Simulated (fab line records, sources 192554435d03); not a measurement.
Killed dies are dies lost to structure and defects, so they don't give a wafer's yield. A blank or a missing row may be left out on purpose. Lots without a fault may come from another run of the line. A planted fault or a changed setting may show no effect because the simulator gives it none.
A struck lot beside a sound one | flow n5_finfet | 25 steps out of a route of 1938
Sound: wafers L809.1, L809.2, L809.5. Struck: wafers L802.3, L802.4, L802.5. The cause comes at the end.
At each step with rows: each side's tool, then ch and its chambers, then its first start. Under that, the readings that differ: sound wafers | struck wafers | difference of the means | sigmas: that difference in standard deviations of wafers without a fault.
alike: readings whose means differ by less than 2 such deviations, and words and numbers that are the same on both sides. not compared: withheld readings, readings that some wafer has no value for, bounds like >300 that may hide the same value, and numbers for which the record gives no deviation and whose values overlap.
The two part at a step that has a row with sigmas, a row that says differs or no value, or rows on one side only. Numbers that don't overlap but have no deviation are shown without sigmas and don't part them. A reading that every wafer of one side lacks parts them only if that side has two wafers or more.

first, 9 steps without rows for these wafers: N5_BEOL_M0_SAQP_COAT_81 (time 60 s, resist thk 100 nm); N5_BEOL_M0_SAQP_COAT_82 (time 60 s, resist thk 30 nm); N5_BEOL_M0_SAQP_COAT_08 (resist thk 90 nm); N5_BEOL_M0_SAQP_EBR_10; N5_BEOL_M0_SAQP_SOFTBAKE_09 (time 60 s); N5_BEOL_M0_SAQP_EXPOSE_11 (exposes mask M0 CORE, target cd 42 nm); N5_BEOL_M0_SAQP_PEB_12 (peb time 60 s); N5_BEOL_M0_SAQP_DEVELOP_13 (develop time 30 s); N5_BEOL_M0_SAQP_DESCUM_19 (chemistry O2, time 7.9 s).
N5_BEOL_M0_SAQP_ETCH_83: etches SiARC in CF4, target depth 39 nm, time 65 s.
  sound on rie_diel-03 ch 0,2,3, day 9 15:46; struck on rie_diel-06 ch 0,1,2, day 7 18:44
  no value came back on the struck wafers for any of 8 readings (bias_w (W), cf4_flow_sccm (sccm) and others); on the sound wafers bias_w (W) reads 35.85 35.80 36.05
  reading                                           | sound          | struck         | difference | sigmas
  model.CAR-ArF_of_BEOL_M0_SAQP_COAT_08.thk_nm (nm) | 55.6 55.4 55.8 | 83.6 83.4 83.4 | +27.9      |
  not compared: rf_hours_counter_h
N5_BEOL_M0_SAQP_ETCH_84: etches SOC in N2/H2, target depth 100 nm, overetch 20 nm, time 150 s.
  sound on rie_diel-03 ch 0,2,3, day 9 15:49; struck on rie_diel-06 ch 0,1,2, day 7 18:47
  reading               | sound          | struck         | difference | sigmas
  oes_product_au (a.u.) | 0.79 0.65 0.64 | 0.27 0.33 0.27 | -0.40      | -5
  alike: bias_w, chamber_pressure_mTorr, drypump_motor_current_A, h2_flow_sccm, rf_vpp_V, showerhead_plenum_p_Torr, throttle_valve_pct
  not compared: rf_hours_counter_h
then, 1 step without rows for these wafers: N5_BEOL_M0_SAQP_STRIP_80 (strips in N2/H2).
N5_BEOL_M0_SAQP_HM_OPEN_112: chemistry CHF3/O2, target SiO2, stops on a-Si, target depth 12 nm, time 13.5 s.
  sound on rie_diel-03 ch 0,2,3, day 9 15:55; struck on rie_diel-06 ch 0,1,2, day 7 18:54
  reading               | sound          | struck         | difference | sigmas
  oes_product_au (a.u.) | 0.58 0.47 0.47 | 0.27 0.33 0.27 | -0.22      | -4
  alike: drypump_motor_current_A, rf_vpp_V, showerhead_plenum_p_Torr, throttle_valve_pct
  not compared: rf_hours_counter_h
then, 1 step without rows for these wafers: N5_BEOL_M0_SAQP_STRIP_113 (strips in CHF3/O2).
N5_BEOL_M0_SAQP_MANDREL_ETCH_20: etches a-Si in HBr/Cl2, stops on SiNx, target depth 60 nm, bt time 10 s, time 30 s.
  sound on rie_si-02 ch 0,3, day 9 16:00; struck on rie_si-05 ch 0,1,2, day 7 18:59
  reading                | sound             | struck            | difference | sigmas
  oes_product_au (a.u.)  | 0.774 0.763 0.778 | 0.333 0.329 0.327 | -0.442     | -37
  throttle_valve_pct (%) | 35.1 35.1 35.1    | 36.4 36.7 36.5    | +1.4       | +3
  alike: HBr_flow_sccm, bias_w, drypump_motor_current_A
  not compared: rf_hours_counter_h
then, 5 steps without rows for these wafers: N5_BEOL_M0_SAQP_STRIP_86 (strips in N2/H2); N5_BEOL_M0_SAQP_STRIP_115 (strips in post etch residue remover, time 60 s); N5_BEOL_M0_SAQP_SRD_93 (time 30 s); N5_BEOL_M0_SAQP_RECESS_114 (chemistry HF/NH3, target SiO2, target depth 14.4 nm, afs cycles 3, sublimation time 60 s); N5_BEOL_M0_SAQP_SPACER1_ALD_98 (deposits SiO2, target thk 12.8 nm, pulse time 1 s, purge time 2 s).
N5_BEOL_M0_SAQP_SPACER1_ETCHBACK_99: etches SiO2 in CHF3/O2, target depth 15.4 nm, time 7.7 s.
  sound on rie_diel-06 ch 1,2, day 9 17:17; struck on rie_diel-06 ch 0,1, day 7 20:08
  reading               | sound          | struck         | difference | sigmas
  oes_product_au (a.u.) | 0.74 0.70 0.71 | 0.33 0.27 0.33 | -0.41      | -5
  alike: drypump_motor_current_A, rf_vpp_V, showerhead_plenum_p_Torr, throttle_valve_pct
  not compared: rf_hours_counter_h
N5_BEOL_M0_SAQP_MANDREL1_REMOVE_100: chemistry HBr/Cl2/O2, target a-Si, stops on SiNx, bt time 10 s.
  sound on rie_si-05 ch 0,2,3, day 9 17:22; struck on rie_si-02 ch 1,2, day 7 20:13
  reading               | sound             | struck            | difference | sigmas
  oes_product_au (a.u.) | 1.023 0.990 1.034 | 0.387 0.381 0.381 | -0.633     | -42
  alike: drypump_motor_current_A, throttle_valve_pct
  not compared: rf_hours_counter_h
N5_BEOL_M0_SAQP_CD_MEAS_25: target cd 13.1 nm.
  sound on cd_sem-02 ch 0, day 9 17:29; struck on cd_sem-01 ch 0, day 7 20:20
  reading    | sound             | struck | difference                    | sigmas
  cd_nm (nm) | 12.57 12.68 12.86 | - - -  | no value on the struck wafers |
then, 1 step without rows for these wafers: N5_BEOL_M0_SAQP_ETCH_101 (etches SiNx in CH3F/O2, target depth 29.9 nm, time 42.7 s).
N5_BEOL_M4_RC_MEAS_101:
  the record has rows for the sound wafers here (prober-02 ch 0, day 12 01:29) and none for the struck ones

WHERE THEY PART
First at N5_BEOL_M0_SAQP_ETCH_83; last, within this record, at N5_BEOL_M4_RC_MEAS_101.

WHY: what the simulator had put in
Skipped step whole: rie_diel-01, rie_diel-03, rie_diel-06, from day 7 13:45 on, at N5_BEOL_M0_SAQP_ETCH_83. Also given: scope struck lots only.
